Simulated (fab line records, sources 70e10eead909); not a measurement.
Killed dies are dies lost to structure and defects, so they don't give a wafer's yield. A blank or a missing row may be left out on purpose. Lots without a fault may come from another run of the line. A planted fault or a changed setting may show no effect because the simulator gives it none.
Which tool did it? | flow nand_harc | 24 lots, 72 wafers sampled, at 4 steps of a route of 1302

WHAT THE GAUGES READ, wafer by wafer
NHARC_A_SGD_CUT_CD_MEAS_09: target cd 100 nm.
lot  | measured     | on        | cd_nm (nm)
L074 | day 20 09:47 | cd_sem-03 | 99.4 99.8 99.6
L075 | day 20 10:04 | cd_sem-01 | 99.3 99.5 99.4
L076 | day 20 18:44 | cd_sem-03 | 99.4 100.5 99.8
L077 | day 21 00:51 | cd_sem-01 | 99.9 99.3 99.5
L078 | day 21 04:08 | cd_sem-03 | 100.5 100.2 99.7
L079 | day 21 19:52 | cd_sem-03 | 100.7 100.3 100.9
L080 | day 21 19:49 | cd_sem-01 | 100.0 99.8 100.3
L081 | day 22 10:18 | cd_sem-03 | 100.1 99.4 99.9
L082 | day 22 21:04 | cd_sem-03 | 100.1 100.0 100.1
L083 | day 23 08:33 | cd_sem-01 | 99.7 99.8 100.1
L084 | day 23 18:01 | cd_sem-01 | 99.8 100.6 100.2
L085 | day 23 18:33 | cd_sem-01 | 99.7 100.4 100.0
L086 | day 23 18:31 | cd_sem-02 | 99.6 100.2 99.8
L087 | day 24 11:38 | cd_sem-03 | 101.2 100.8 100.6
L088 | day 24 23:19 | cd_sem-01 | 99.5 99.9 99.7
L089 | day 25 08:43 | cd_sem-03 | 100.0 99.7 100.3
L091 | day 26 09:38 | cd_sem-01 | 100.5 99.9 100.2
L090 | day 26 09:51 | cd_sem-03 | 99.4 100.3 99.5
L092 | day 27 04:25 | cd_sem-03 | 100.7 101.2 100.8
L093 | day 27 04:16 | cd_sem-02 | 99.9 100.0 99.6
L094 | day 27 04:05 | cd_sem-03 | 99.8 100.1 100.1
L095 | day 28 08:49 | cd_sem-03 | 99.2 99.3 99.4
L096 | day 28 12:52 | cd_sem-03 | 99.8 99.5 99.6
L097 | day 29 04:50 | cd_sem-03 | 100.2 100.2 100.0

WHICH TOOL RAN EACH LOT (tool, then ch and the chambers of the sampled wafers, then the start)
lot  | NHARC_A_STAIRCASE_ETCH_453                    | NHARC_A_STAIRCASE_DEP_322       | NHARC_A_STAIRCASE_CMP_152
L074 | rie_diel-05 ch 0,2,3, day 19 06:56 or earlier | pecvd-01 ch 1,2, day 19 06:56   | cmp-03 ch 1,2,3, day 20 07:14
L075 | rie_diel-06 ch 0,1,3, day 19 07:14 or earlier | pecvd-03 ch 0,1,2, day 19 07:14 | cmp-04 ch 0,1,2, day 20 07:32
L076 | rie_diel-03 ch 0,3, day 19 14:38 or earlier   | pecvd-02 ch 0,1,2, day 19 14:38 | cmp-03 ch 0,1,2, day 20 16:08
L077 | rie_diel-03 ch 0,1,3, day 19 21:25 or earlier | pecvd-02 ch 0,2, day 19 21:25   | cmp-03 ch 0,1,2, day 20 22:20
L078 | rie_diel-05 ch 0,2, day 20 03:13 or earlier   | pecvd-01 ch 0,1, day 20 03:13   | cmp-04 ch 0,1,3, day 21 01:38
L079 | rie_diel-05 ch 1,2,3, day 20 12:30 or earlier | pecvd-02 ch 0,2, day 20 12:30   | cmp-03 ch 0,3, day 21 17:25
L080 | rie_diel-05 ch 0,2,3, day 20 12:32 or earlier | pecvd-01 ch 0,1,2, day 20 12:32 | cmp-01 ch 0,3, day 21 17:04
L081 | rie_diel-05 ch 0,1,2, day 20 22:38 or earlier | pecvd-03 ch 0,1,2, day 20 22:38 | cmp-04 ch 1,2, day 22 07:31
L082 | rie_diel-05 ch 0,2,3, day 21 13:58 or earlier | pecvd-02 ch 0,1, day 21 13:58   | cmp-04 ch 1,3, day 22 18:33
L083 | rie_diel-03 ch 1,3, day 22 06:08 or earlier   | pecvd-02 ch 1,2, day 22 06:08   | cmp-04 ch 0,2,3, day 23 06:04
L084 | rie_diel-03 ch 0,3, day 22 14:37 or earlier   | pecvd-02 ch 0,1,2, day 22 14:37 | cmp-03 ch 0,3, day 23 15:35
L085 | rie_diel-05 ch 0,1, day 22 14:37 or earlier   | pecvd-01 ch 0,2, day 22 14:37   | cmp-01 ch 1,2,3, day 23 16:01
L086 | rie_diel-03 ch 0,1, day 22 21:26 or earlier   | pecvd-02 ch 0,1,2, day 22 21:26 | cmp-04 ch 2,3, day 23 16:00
L087 | rie_diel-06 ch 1,2,3, day 23 06:46 or earlier | pecvd-02 ch 0,1, day 23 06:46   | cmp-01 ch 0,1,3, day 24 09:08
L088 | rie_diel-05 ch 0,1,3, day 23 20:45 or earlier | pecvd-02 ch 0,1, day 23 20:45   | cmp-01 ch 0,2,3, day 24 20:56
L089 | rie_diel-06 ch 1,2, day 24 05:08 or earlier   | pecvd-02 ch 0,1, day 24 05:08   | cmp-01 ch 0,2,3, day 25 06:21
L091 | rie_diel-05 ch 0,1,3, day 25 05:59 or earlier | pecvd-01 ch 0,1,2, day 25 05:59 | cmp-03 ch 0,1,3, day 26 06:58
L090 | rie_diel-05 ch 0,1, day 25 12:32 or earlier   | pecvd-03 ch 0,1,2, day 25 12:32 | cmp-04 ch 0,1, day 26 07:19
L092 | rie_diel-05 ch 1,2,3, day 26 04:14 or earlier | pecvd-02 ch 0,1,2, day 26 04:14 | cmp-01 ch 0,1,3, day 27 01:47
L093 | rie_diel-05 ch 1,3, day 26 04:03 or earlier   | pecvd-01 ch 0,1,2, day 26 04:03 | cmp-01 ch 2,3, day 27 01:37
L094 | rie_diel-06 ch 0,2,3, day 26 04:14 or earlier | pecvd-03 ch 0,2, day 26 04:14   | cmp-04 ch 0,1,2, day 27 01:26
L095 | rie_diel-06 ch 0,1,2, day 27 06:14 or earlier | pecvd-02 ch 0,2, day 27 06:14   | cmp-01 ch 0,2,3, day 28 06:20
L096 | rie_diel-05 ch 0,2,3, day 27 11:31 or earlier | pecvd-01 ch 1,2, day 27 11:31   | cmp-01 ch 0,2,3, day 28 10:25
L097 | rie_diel-06 ch 1,2, day 28 01:24 or earlier   | pecvd-01 ch 0,1, day 28 01:24   | cmp-01 ch 1,2, day 29 02:20
- NHARC_A_STAIRCASE_ETCH_453: etches the open film in CF4/O2, target depth 30 nm, overetch 3 nm, time 16.5 s.
- NHARC_A_STAIRCASE_DEP_322: deposits SiO2, target thk 7200 nm.
- NHARC_A_STAIRCASE_CMP_152: polishes.

WHAT THE TOOLS THEMSELVES READ (means of the sampled wafers that have a number; where no wafer has one, the mark that the record gives instead)
NHARC_A_STAIRCASE_ETCH_453.
lot  | tool        | chamber_pressure_mTorr (mTorr) | drypump_motor_current_A (A) | oes_product_au (a.u.) | rf_vpp_V (V) | showerhead_plenum_p_Torr (Torr) | throttle_valve_pct (%)
L074 | rie_diel-05 | 29.983                         | 6.0                         | 1.010                 | 196.9        | 1.31                            | 13.399
L075 | rie_diel-06 | 30.021                         | 5.9                         | 1.005                 | 196.7        | 1.28                            | 13.402
L076 | rie_diel-03 | 29.997                         | 5.6                         | 0.999                 | 197.5        | 1.32                            | 13.397
L077 | rie_diel-03 | 29.988                         | 5.6                         | 1.001                 | 197.5        | 1.32                            | 13.401
L078 | rie_diel-05 | 30.007                         | 5.7                         | 0.998                 | 199.7        | 1.37                            | 13.393
L079 | rie_diel-05 | 30.005                         | 5.9                         | 0.996                 | 197.1        | 1.31                            | 13.399
L080 | rie_diel-05 | 30.003                         | 6.0                         | 0.995                 | 197.8        | 1.31                            | 13.392
L081 | rie_diel-05 | 30.016                         | 5.6                         | 1.003                 | 198.1        | 1.37                            | 13.392
L082 | rie_diel-05 | 29.994                         | 6.1                         | 0.993                 | 197.2        | 1.31                            | 13.398
L083 | rie_diel-03 | 29.980                         | 5.5                         | 1.001                 | 197.2        | 1.33                            | 13.404
L084 | rie_diel-03 | 29.980                         | 5.7                         | 0.998                 | 196.7        | 1.30                            | 13.398
L085 | rie_diel-05 | 30.027                         | 5.2                         | 0.999                 | 199.5        | 1.44                            | 13.391
L086 | rie_diel-03 | 29.992                         | 5.5                         | 0.996                 | 197.4        | 1.32                            | 13.396
L087 | rie_diel-06 | 30.018                         | 5.9                         | 1.006                 | 196.9        | 1.30                            | 13.406
L088 | rie_diel-05 | 30.024                         | 5.6                         | 1.008                 | 198.5        | 1.37                            | 13.401
L089 | rie_diel-06 | 30.036                         | 6.0                         | 0.998                 | 197.5        | 1.33                            | 13.401
L091 | rie_diel-05 | 29.998                         | 5.6                         | 1.001                 | 198.0        | 1.36                            | 13.405
L090 | rie_diel-05 | 30.000                         | 5.2                         | 1.007                 | 199.5        | 1.43                            | 13.398
L092 | rie_diel-05 | 29.977                         | 5.9                         | 1.001                 | 197.1        | 1.29                            | 13.397
L093 | rie_diel-05 | 29.957                         | 5.9                         | 1.001                 | 196.5        | 1.29                            | 13.397
L094 | rie_diel-06 | 30.013                         | 5.7                         | 1.003                 | 197.7        | 1.29                            | 13.402
L095 | rie_diel-06 | 29.995                         | 6.0                         | 0.995                 | 197.3        | 1.30                            | 13.408
L096 | rie_diel-05 | 29.997                         | 6.0                         | 0.997                 | 199.6        | 1.44                            | 13.394
L097 | rie_diel-06 | 29.991                         | 6.3                         | 1.000                 | 196.4        | 1.30                            | 13.403

NHARC_A_STAIRCASE_DEP_322.
lot  | tool     | heater_power_w (W)
L074 | pecvd-01 | 602
L075 | pecvd-03 | 600
L076 | pecvd-02 | 614
L077 | pecvd-02 | 630
L078 | pecvd-01 | 642
L079 | pecvd-02 | 611
L080 | pecvd-01 | 569
L081 | pecvd-03 | 628
L082 | pecvd-02 | 662
L083 | pecvd-02 | 587
L084 | pecvd-02 | 647
L085 | pecvd-01 | 558
L086 | pecvd-02 | 598
L087 | pecvd-02 | 652
L088 | pecvd-02 | 735
L089 | pecvd-02 | 695
L091 | pecvd-01 | 579
L090 | pecvd-03 | 608
L092 | pecvd-02 | 632
L093 | pecvd-01 | 581
L094 | pecvd-03 | 519
L095 | pecvd-02 | 727
L096 | pecvd-01 | 562
L097 | pecvd-01 | 642

NHARC_A_STAIRCASE_CMP_152.
lot  | tool   | motor_current_A (A)
L074 | cmp-03 | 11.1
L075 | cmp-04 | 11.8
L076 | cmp-03 | 11.7
L077 | cmp-03 | 11.5
L078 | cmp-04 | 11.6
L079 | cmp-03 | 11.3
L080 | cmp-01 | 12.4
L081 | cmp-04 | 11.4
L082 | cmp-04 | 11.4
L083 | cmp-04 | 11.6
L084 | cmp-03 | 11.3
L085 | cmp-01 | 13.2
L086 | cmp-04 | 11.7
L087 | cmp-01 | 12.5
L088 | cmp-01 | 12.5
L089 | cmp-01 | 12.7
L091 | cmp-03 | 11.6
L090 | cmp-04 | 11.7
L092 | cmp-01 | 12.2
L093 | cmp-01 | 13.3
L094 | cmp-04 | 11.9
L095 | cmp-01 | 13.0
L096 | cmp-01 | 12.8
L097 | cmp-01 | 13.1

THE ANSWER, worked out from the rows above alone
Rule: what is usual is taken from the lots themselves. Put in order of their means at a reading, lots are off if they are a third of the lots or fewer, leave a main group of 4 or more, and stand apart from it by a gap of 3 or more times the standard deviation of the main group's means; of several such gaps the widest counts. A main group whose means are all the same, to the digits that the tables above print for the reading, isn't used. A lot without any number at a reading at which 4 lots or more have one is off too. The other lots that the step has rows for count as sound. The gauges are gone through in route order, then the tools' own readings, and for those a lot's mean is taken as printed above. The first step at which some lot is off is used, and at that step the reading that is off furthest; a lot without a number counts as furthest.
No lot is off at any reading shown: from this, nothing can be told.

WHAT THE SIMULATOR HAD PUT IN
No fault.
